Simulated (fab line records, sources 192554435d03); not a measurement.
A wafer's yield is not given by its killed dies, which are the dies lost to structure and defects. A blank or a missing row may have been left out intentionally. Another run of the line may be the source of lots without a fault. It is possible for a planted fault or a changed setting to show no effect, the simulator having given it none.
fab line records + flow n5-finfet
record
- lots=11
- wafers=31
- last-day=19
route steps=1938 shown BEOL_M4@1090
lots with no fault: from the same line, run without faults
start-h: hours from the record's opening day to when the first of the lot's shown wafers began + wait-h: hours since the lot's step before + " as in the row above + L1.1+2: one row covering several wafers at once + - value missing, or start not given + * or withheld: withheld + < > ~ a bound
route shown NAME@n: names a module that has steps shown in the file, with the first one's number in the route + usual: mean/standard deviation taken from wafers without a fault + same: alike in all rows + chamber/n: place in a boat + sites: the reading at each site + _std_site: the values' standard deviation + _edge_site: mean of outer sites minus mean of inner sites + radius-mm: how far each site lies from the wafer's centre + mask NAME#n: copy n + behind: the most recent tool/chamber to have shaped the wafer + hold: what put the lot on hold/how long, in hours/how the hold closed + device: transistor that didn't switch, given as n, p or np + end of line: tests of these same wafers at the route's end + a step with no rows: only its recipe + killed: not the wafer's yield, but the dies lost to structure and defects at the first sort + map: a wafer's dies, marking killed ones x, the rest . and places with no die _
set.NAME: the setting as run; set.NAME@STEP: as run at that earlier step + model.NAME: the simulator's own value behind a step, which no gauge read
the route's steps for a sample of lots (tables are steps, rows are wafers)
services: from which hour (start-h, from the record's first day; less than 0 if before it) a tool's chamber was out of use, for how many hours, and why
## steps
# step N5_BEOL_M4_SPUTTER_86
# recipe
- material=Cu
- target-thk-a=45
- temp-c=-20
- chamber-pressure-pa=0.07
- power-w=withheld
- time-s=8.29
# usual
- chuck-gas-flow-sccm=1.26/0.054
- throttle-valve-pct=30.1/0.88
| lot.wafer | tool           | chamber | start-h | wait-h | chuck-gas-flow-sccm | throttle-valve-pct |
|-----------|----------------|---------|---------|--------|---------------------|--------------------|
| L733.1    | pvd-sputter-03 | -       | 191.27  | 0.1    | 1.26                | 30.5               |
| L733.2    | "              | -       | "       | "      | 1.22                | 30.5               |
| L733.6    | "              | -       | "       | "      | 1.18                | 31.1               |
| L735.1    | pvd-sputter-03 | -       | 195.25  | 0.1    | 1.22                | 31.3               |
| L735.4    | "              | -       | "       | "      | 1.36                | 30.5               |
| L739.2    | pvd-sputter-01 | -       | 229.55  | 0.1    | 1.24                | 31.0               |
| L739.4    | "              | -       | "       | "      | 1.20                | 30.0               |
| L739.5    | "              | -       | "       | "      | 1.22                | 31.1               |
| L741.4    | pvd-sputter-02 | -       | 243.59  | 0.1    | 1.26                | 28.7               |
| L741.5    | "              | -       | "       | "      | 1.34                | 31.2               |
| L741.6    | "              | -       | "       | "      | 1.28                | 30.4               |
| L743.1    | pvd-sputter-03 | -       | 245.39  | 0.1    | 1.20                | 30.7               |
| L743.6    | "              | -       | "       | "      | 1.15                | 30.3               |
| L742.3    | pvd-sputter-02 | -       | 248.59  | 0.1    | 1.21                | 28.4               |
| L742.4    | "              | -       | "       | "      | 1.22                | 30.9               |
| L742.5    | "              | -       | "       | "      | 1.29                | 29.7               |
| L748.4    | pvd-sputter-03 | -       | 282.61  | 0.1    | 1.25                | 30.3               |
| L748.5    | "              | -       | "       | "      | 1.20                | 30.9               |
| L748.6    | "              | -       | "       | "      | 1.22                | 30.2               |
| L749.1    | pvd-sputter-02 | -       | 291.24  | 0.1    | 1.21                | 30.3               |
| L749.3    | "              | -       | "       | "      | 1.24                | 31.0               |
| L749.4    | "              | -       | "       | "      | 1.34                | 28.1               |
| L750.1    | pvd-sputter-03 | -       | 291.72  | 0.1    | 1.23                | 30.9               |
| L750.2    | "              | -       | "       | "      | 1.17                | 30.1               |
| L750.5    | "              | -       | "       | "      | 1.35                | 30.9               |
| L753.3    | pvd-sputter-02 | -       | 312.06  | 0.1    | 1.25                | 30.2               |
| L753.5    | "              | -       | "       | "      | 1.26                | 29.7               |
| L753.6    | "              | -       | "       | "      | 1.23                | 30.2               |
| L754.2    | pvd-sputter-01 | -       | 313.83  | 0.1    | 1.21                | 30.3               |
| L754.3    | "              | -       | "       | "      | 1.37                | 30.7               |
| L754.5    | "              | -       | "       | "      | 1.32                | 30.0               |
# step N5_BEOL_M4_SPUTTER_88
# recipe
- material=Cu
- target-thk-a=45
- temp-c=-20
- chamber-pressure-pa=0.07
- power-w=withheld
- time-s=8.29
# usual
- chuck-gas-flow-sccm=1.26/0.056
- throttle-valve-pct=30.1/0.89
| lot.wafer | tool           | chamber | start-h | wait-h | chuck-gas-flow-sccm | throttle-valve-pct |
|-----------|----------------|---------|---------|--------|---------------------|--------------------|
| L733.1    | pvd-sputter-03 | -       | 191.49  | 0.1    | 1.34                | 30.6               |
| L733.2    | "              | -       | "       | "      | 1.20                | 30.4               |
| L733.6    | "              | -       | "       | "      | 1.31                | 31.1               |
| L735.1    | pvd-sputter-03 | -       | 195.47  | 0.1    | 1.20                | 31.0               |
| L735.4    | "              | -       | "       | "      | 1.37                | 30.5               |
| L739.2    | pvd-sputter-01 | -       | 229.77  | 0.1    | 1.15                | 31.3               |
| L739.4    | "              | -       | "       | "      | 1.23                | 30.0               |
| L739.5    | "              | -       | "       | "      | 1.30                | 30.9               |
| L741.4    | pvd-sputter-02 | -       | 243.81  | 0.1    | 1.32                | 28.3               |
| L741.5    | "              | -       | "       | "      | 1.32                | 31.3               |
| L741.6    | "              | -       | "       | "      | 1.21                | 30.2               |
| L743.1    | pvd-sputter-03 | -       | 245.61  | 0.1    | 1.20                | 30.9               |
| L743.6    | "              | -       | "       | "      | 1.25                | 30.3               |
| L742.3    | pvd-sputter-02 | -       | 248.81  | 0.1    | 1.27                | 28.2               |
| L742.4    | "              | -       | "       | "      | 1.29                | 31.3               |
| L742.5    | "              | -       | "       | "      | 1.27                | 30.1               |
| L748.4    | pvd-sputter-03 | -       | 282.83  | 0.1    | 1.25                | 30.4               |
| L748.5    | "              | -       | "       | "      | 1.26                | 31.0               |
| L748.6    | "              | -       | "       | "      | 1.26                | 30.3               |
| L749.1    | pvd-sputter-02 | -       | 291.46  | 0.1    | 1.28                | 30.1               |
| L749.3    | "              | -       | "       | "      | 1.16                | 31.1               |
| L749.4    | "              | -       | "       | "      | 1.28                | 28.5               |
| L750.1    | pvd-sputter-03 | -       | 291.94  | 0.1    | 1.21                | 31.1               |
| L750.2    | "              | -       | "       | "      | 1.28                | 30.2               |
| L750.5    | "              | -       | "       | "      | 1.19                | 31.1               |
| L753.3    | pvd-sputter-02 | -       | 312.30  | 0.1    | 1.26                | 30.4               |
| L753.5    | "              | -       | "       | "      | 1.20                | 29.8               |
| L753.6    | "              | -       | "       | "      | 1.21                | 30.2               |
| L754.2    | pvd-sputter-01 | -       | 314.05  | 0.1    | 1.13                | 30.0               |
| L754.3    | "              | -       | "       | "      | 1.36                | 30.6               |
| L754.5    | "              | -       | "       | "      | 1.27                | 30.0               |
# step N5_BEOL_M4_ANNEAL_91
# recipe
- temp-c=400
- time-s=240
- ambient=vacuum
# usual
- heater-power-w=822/84
- susceptor-temp-C=399.97/0.22
| lot.wafer | tool           | chamber | start-h | wait-h | heater-power-w | susceptor-temp-C |
|-----------|----------------|---------|---------|--------|----------------|------------------|
| L733.1    | pvd-sputter-03 | -       | 191.79  | 0.0    | 727            | 399.78           |
| L733.2    | "              | -       | "       | "      | 831            | 400.02           |
| L733.6    | "              | -       | "       | "      | 873            | 399.97           |
| L735.1    | pvd-sputter-03 | -       | 195.77  | 0.0    | 850            | 400.01           |
| L735.4    | "              | -       | "       | "      | 741            | 399.53           |
| L739.2    | pvd-sputter-01 | -       | 230.07  | 0.0    | 892            | 399.79           |
| L739.4    | "              | -       | "       | "      | 748            | 400.13           |
| L739.5    | "              | -       | "       | "      | 908            | 399.95           |
| L741.4    | pvd-sputter-02 | -       | 244.11  | 0.0    | 992            | 399.72           |
| L741.5    | "              | -       | "       | "      | 871            | 400.03           |
| L741.6    | "              | -       | "       | "      | 886            | 400.06           |
| L743.1    | pvd-sputter-03 | -       | 245.91  | 0.0    | 855            | 400.09           |
| L743.6    | "              | -       | "       | "      | 839            | 399.84           |
| L742.3    | pvd-sputter-02 | -       | 249.11  | 0.0    | 972            | 399.66           |
| L742.4    | "              | -       | "       | "      | 834            | 399.74           |
| L742.5    | "              | -       | "       | "      | 777            | 400.01           |
| L748.4    | pvd-sputter-03 | -       | 283.13  | 0.0    | -              | -                |
| L748.5    | "              | -       | "       | "      | -              | -                |
| L748.6    | "              | -       | "       | "      | -              | -                |
| L749.1    | pvd-sputter-02 | -       | 291.76  | 0.0    | -              | -                |
| L749.3    | "              | -       | "       | "      | -              | -                |
| L749.4    | "              | -       | "       | "      | -              | -                |
| L750.1    | pvd-sputter-03 | -       | 292.24  | 0.0    | -              | -                |
| L750.2    | "              | -       | "       | "      | -              | -                |
| L750.5    | "              | -       | "       | "      | -              | -                |
| L753.3    | pvd-sputter-02 | -       | 312.62  | 0.0    | 908            | 400.22           |
| L753.5    | "              | -       | "       | "      | 800            | 399.89           |
| L753.6    | "              | -       | "       | "      | 911            | 399.90           |
| L754.2    | pvd-sputter-01 | -       | 314.35  | 0.0    | 774            | 400.37           |
| L754.3    | "              | -       | "       | "      | 838            | 400.10           |
| L754.5    | "              | -       | "       | "      | 735            | 400.08           |
# step N5_BEOL_M4_ANNEAL_93
# recipe
- temp-c=400
- time-s=240
- ambient=vacuum
# usual
- heater-power-w=820/83
- susceptor-temp-C=400.01/0.21
| lot.wafer | tool           | chamber | start-h | wait-h | heater-power-w | susceptor-temp-C |
|-----------|----------------|---------|---------|--------|----------------|------------------|
| L733.1    | pvd-sputter-03 | -       | 192.01  | 0.0    | 745            | 399.85           |
| L733.2    | "              | -       | "       | "      | 830            | 399.89           |
| L733.6    | "              | -       | "       | "      | 876            | 400.14           |
| L735.1    | pvd-sputter-03 | -       | 195.99  | 0.0    | 874            | 399.99           |
| L735.4    | "              | -       | "       | "      | 737            | 400.13           |
| L739.2    | pvd-sputter-01 | -       | 230.29  | 0.0    | 900            | 399.63           |
| L739.4    | "              | -       | "       | "      | 758            | 399.89           |
| L739.5    | "              | -       | "       | "      | 895            | 400.12           |
| L741.4    | pvd-sputter-02 | -       | 244.33  | 0.0    | 951            | 400.23           |
| L741.5    | "              | -       | "       | "      | 874            | 400.26           |
| L741.6    | "              | -       | "       | "      | 916            | 399.84           |
| L743.1    | pvd-sputter-03 | -       | 246.13  | 0.0    | 858            | 400.18           |
| L743.6    | "              | -       | "       | "      | 814            | 400.12           |
| L742.3    | pvd-sputter-02 | -       | 249.33  | 0.0    | 979            | 400.06           |
| L742.4    | "              | -       | "       | "      | 830            | 399.79           |
| L742.5    | "              | -       | "       | "      | 790            | 400.26           |
| L748.4    | pvd-sputter-03 | -       | 283.35  | 0.0    | 728            | 400.20           |
| L748.5    | "              | -       | "       | "      | 857            | 400.01           |
| L748.6    | "              | -       | "       | "      | 664            | 399.90           |
| L749.1    | pvd-sputter-02 | -       | 291.98  | 0.0    | 933            | 400.08           |
| L749.3    | "              | -       | "       | "      | 853            | 399.88           |
| L749.4    | "              | -       | "       | "      | 970            | 399.71           |
| L750.1    | pvd-sputter-03 | -       | 292.46  | 0.0    | 861            | 400.18           |
| L750.2    | "              | -       | "       | "      | 800            | 400.03           |
| L750.5    | "              | -       | "       | "      | 850            | 399.84           |
| L753.3    | pvd-sputter-02 | -       | 312.86  | 0.0    | 901            | 400.01           |
| L753.5    | "              | -       | "       | "      | 798            | 400.28           |
| L753.6    | "              | -       | "       | "      | 908            | 400.50           |
| L754.2    | pvd-sputter-01 | -       | 314.57  | 0.0    | 761            | 400.03           |
| L754.3    | "              | -       | "       | "      | 814            | 399.80           |
| L754.5    | "              | -       | "       | "      | 754            | 400.06           |
# step N5_BEOL_M4_RC_MEAS_101
# usual
- DIBL_N=35.8/2.2
- DIBL_P=35.3/2.7
- IOFF_N=0.16/0.043
- IOFF_P=0.21/0.043
- ION_N=676/15
- ION_P=463/9.1
- SS_N=71.4/0.77
- SS_P=73.0/0.79
- VT_N=250/4
- VT_P=-249.8/2.8
| lot.wafer | tool      | chamber | start-h | wait-h | DIBL_N[mV/V] | DIBL_P[mV/V] | IOFF_N[nA/um] | IOFF_P[nA/um] | ION_N[uA/um] | ION_P[uA/um] | SS_N[mV/dec] | SS_P[mV/dec] | VT_N[mV] | VT_P[mV] |
|-----------|-----------|---------|---------|--------|--------------|--------------|---------------|---------------|--------------|--------------|--------------|--------------|----------|----------|
| L733.1    | prober-02 | 0       | 193.49  | 0.0    | 29.6         | 29.3         | 0.08          | 0.13          | 641          | 453          | 70.4         | 72.0         | 259      | -254.3   |
| L733.2    | "         | 0       | "       | "      | 38.5         | 39.2         | 0.23          | 0.27          | 693          | 474          | 71.8         | 74.0         | 244      | -245.1   |
| L733.6    | "         | 0       | "       | "      | 38.8         | 39.7         | 0.24          | 0.27          | 691          | 465          | 72.6         | 74.1         | 245      | -245.0   |
| L735.1    | prober-02 | 0       | 197.47  | 0.0    | 35.9         | 35.7         | 0.13          | 0.19          | 645          | 447          | 71.4         | 73.9         | 255      | -252.4   |
| L735.4    | "         | 0       | "       | "      | 38.0         | 37.9         | 0.19          | 0.22          | 697          | 470          | 71.5         | 74.1         | 246      | -249.1   |
| L739.2    | prober-02 | 0       | 231.90  | 0.2    | 37.2         | 35.2         | 0.17          | 0.20          | 675          | 458          | 71.4         | 72.9         | 249      | -251.0   |
| L739.4    | "         | 0       | "       | "      | 38.9         | 36.9         | 0.19          | 0.22          | 687          | 469          | 71.9         | 73.0         | 250      | -249.8   |
| L739.5    | "         | 0       | "       | "      | 35.4         | 33.4         | 0.13          | 0.17          | 670          | 463          | 71.0         | 72.4         | 255      | -253.7   |
| L741.4    | prober-02 | 0       | 246.25  | 0.5    | 31.4         | 29.7         | 0.10          | 0.14          | 662          | 460          | 70.6         | 71.3         | 255      | -255.3   |
| L741.5    | "         | 0       | "       | "      | 34.2         | 33.4         | 0.13          | 0.19          | 685          | 473          | 70.9         | 72.5         | 249      | -249.2   |
| L741.6    | "         | 0       | "       | "      | 33.4         | 31.2         | 0.13          | 0.15          | 679          | 461          | 70.2         | 72.0         | 252      | -253.8   |
| L743.1    | prober-01 | 0       | 247.59  | 0.0    | 36.4         | 36.0         | 0.16          | 0.19          | 690          | 464          | 70.8         | 73.7         | 249      | -250.6   |
| L743.6    | "         | 0       | "       | "      | 38.4         | 38.3         | 0.21          | 0.23          | 670          | 450          | 72.7         | 73.3         | 245      | -248.7   |
| L742.3    | prober-01 | 0       | 251.10  | 0.3    | 36.1         | 37.7         | 0.16          | 0.24          | 691          | 475          | 71.5         | 73.4         | 248      | -245.8   |
| L742.4    | "         | 0       | "       | "      | 35.0         | 34.5         | 0.13          | 0.19          | 675          | 465          | 71.2         | 72.5         | 253      | -250.0   |
| L742.5    | "         | 0       | "       | "      | 38.0         | 38.7         | 0.19          | 0.27          | 686          | 470          | 72.1         | 73.5         | 249      | -247.0   |
| L748.4    | prober-02 | 0       | 285.28  | 0.5    | 35.7         | 35.0         | 0.15          | 0.20          | 693          | 480          | 71.4         | 73.5         | 251      | -249.1   |
| L748.5    | "         | 0       | "       | "      | 34.3         | 33.1         | 0.12          | 0.17          | 669          | 457          | 71.2         | 72.0         | 254      | -251.4   |
| L748.6    | "         | 0       | "       | "      | 36.9         | 35.8         | 0.16          | 0.21          | 680          | 464          | 71.9         | 73.0         | 250      | -249.4   |
| L749.1    | prober-02 | 0       | 293.45  | 0.0    | 34.2         | 33.5         | 0.12          | 0.18          | 666          | 460          | 70.2         | 72.3         | 255      | -250.9   |
| L749.3    | "         | 0       | "       | "      | 33.0         | 34.1         | 0.13          | 0.19          | 670          | 469          | 70.6         | 72.6         | 249      | -249.6   |
| L749.4    | "         | 0       | "       | "      | 39.0         | 40.5         | 0.24          | 0.30          | 702          | 486          | 71.8         | 74.1         | 244      | -244.9   |
| L750.1    | prober-01 | 0       | 294.15  | 0.0    | 33.9         | 34.6         | 0.12          | 0.18          | 672          | 462          | 71.1         | 72.8         | 251      | -249.1   |
| L750.2    | "         | 0       | "       | "      | 36.2         | 37.2         | 0.16          | 0.22          | 685          | 471          | 72.0         | 73.3         | 247      | -249.4   |
| L750.5    | "         | 0       | "       | "      | 34.3         | 35.1         | 0.13          | 0.19          | 685          | 471          | 70.7         | 72.5         | 251      | -250.4   |
| L753.3    | prober-01 | 0       | 314.68  | 0.3    | 35.3         | 33.6         | 0.14          | 0.21          | 667          | 466          | 71.1         | 72.9         | 249      | -250.5   |
| L753.5    | "         | 0       | "       | "      | 35.0         | 31.5         | 0.12          | 0.16          | 660          | 459          | 71.0         | 72.0         | 254      | -252.2   |
| L753.6    | "         | 0       | "       | "      | 35.3         | 33.0         | 0.14          | 0.18          | 682          | 466          | 71.3         | 72.1         | 251      | -250.8   |
| L754.2    | prober-02 | 0       | 316.96  | 0.2    | 32.9         | 32.4         | 0.11          | 0.15          | 637          | 436          | 70.9         | 71.5         | 255      | -254.5   |
| L754.3    | "         | 0       | "       | "      | 33.3         | 34.0         | 0.13          | 0.18          | 674          | 458          | 71.1         | 72.9         | 248      | -248.6   |
| L754.5    | "         | 0       | "       | "      | 36.5         | 36.4         | 0.17          | 0.21          | 658          | 450          | 72.3         | 73.1         | 249      | -250.6   |
## services
| tool           | chamber | start-h | hours | kind   |
|----------------|---------|---------|-------|--------|
| pvd-sputter-02 | -       | 177.90  | 0.7   | repair |
## key
first-sign
- step=N5_BEOL_M4_ANNEAL_91
- reading=tool-record
- direction=missing
effect none on later readings
met-at N5_BEOL_M4_ANNEAL_91
struck-lots L748,L749,L750
not-acting-at N5_BEOL_M4_SPUTTER_86,N5_BEOL_M4_SPUTTER_88,N5_BEOL_M4_ANNEAL_93
onset-between 249.11 283.13
fault
- kind=skipped-step-whole
- tool=pvd-sputter-02,pvd-sputter-03
- chamber=-
- onset-h=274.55
- steps=N5_BEOL_M4_ANNEAL_91
- scope=struck-lots-only
